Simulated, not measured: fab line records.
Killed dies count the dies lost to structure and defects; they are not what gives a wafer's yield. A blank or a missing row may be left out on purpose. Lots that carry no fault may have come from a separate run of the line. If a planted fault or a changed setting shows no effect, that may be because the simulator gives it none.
Lot-split experiment    flow n5_finfet    7 lots, 21 wafers read, on a route of 1938 steps

== THE SPLIT ==
At N5_DUMMY_GATE_HM_DEP_06 (deposits SiNx from DCS/NH3, target thk 80 nm, time 5141 s), the setting time_s was moved away from the recipe's 5141 s on 12 of the 21 wafers read, by +9.1% to +14.9%. All remaining wafers had this setting at the recipe value.

The reading comes from the split's own step.

== THE READING ==
SiNx_of_DUMMY_GATE_HM_DEP_06.thk_nm (the simulator's own value, which no gauge read), in nm, at N5_DUMMY_GATE_HM_DEP_06 (deposits SiNx from DCS/NH3, target thk 80 nm, time 5141 s). The file gives no usual value for it. The 9 wafers here that ran the recipe average 79.7 nm, standard deviation 0.66 nm.

wafer   tool, chamber at the split  time_s as run, s  against the recipe  SiNx_of_DUMMY_GATE_HM_DEP_06.thk_nm, nm  against lot-mates on the recipe
L077.2  -, -                        5718              +11.2%              88.8                                     no lot-mate on the recipe
L077.6  -, -                        5718              +11.2%              88.8                                     no lot-mate on the recipe
L077.4  -, -                        5718              +11.2%              89                                       no lot-mate on the recipe
L084.2  -, -                        5750              +11.8%              88.2                                     no lot-mate on the recipe
L084.3  -, -                        5750              +11.8%              88                                       no lot-mate on the recipe
L084.5  -, -                        5750              +11.8%              88.6                                     no lot-mate on the recipe
L089.1  -, -                        5141              recipe              79.8                                     -
L089.6  -, -                        5141              recipe              79.8                                     -
L089.4  -, -                        5141              recipe              80.4                                     -
L090.4  -, -                        5141              recipe              78.6                                     -
L090.5  -, -                        5141              recipe              78.8                                     -
L090.6  -, -                        5141              recipe              79.2                                     -
L093.1  -, -                        5907              +14.9%              92.4                                     no lot-mate on the recipe
L093.3  -, -                        5907              +14.9%              92.4                                     no lot-mate on the recipe
L093.6  -, -                        5907              +14.9%              93                                       no lot-mate on the recipe
L092.1  lpcvd-02, 1/65              5141              recipe              80                                       -
L092.3  lpcvd-02, 1/75              5141              recipe              80.2                                     -
L092.4  lpcvd-02, 1/79              5141              recipe              80.6                                     -
L096.2  -, -                        5609              +9.1%               85.8                                     no lot-mate on the recipe
L096.3  -, -                        5609              +9.1%               86.2                                     no lot-mate on the recipe
L096.6  -, -                        5609              +9.1%               86.2                                     no lot-mate on the recipe

THE FIT
A straight line over all 21 wafers: SiNx_of_DUMMY_GATE_HM_DEP_06.thk_nm changes by +0.807 nm for each +1% of time_s; r = +0.99; the points scatter about the line by 0.8 nm.
Too few moved wafers have a lot-mate on the recipe to fit a line with each lot's own level taken away.

== THE FILE'S OWN FIT ==
SiNx_of_DUMMY_GATE_HM_DEP_06.thk_nm changes by +0.807 nm for each +1% of time_s, r = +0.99.
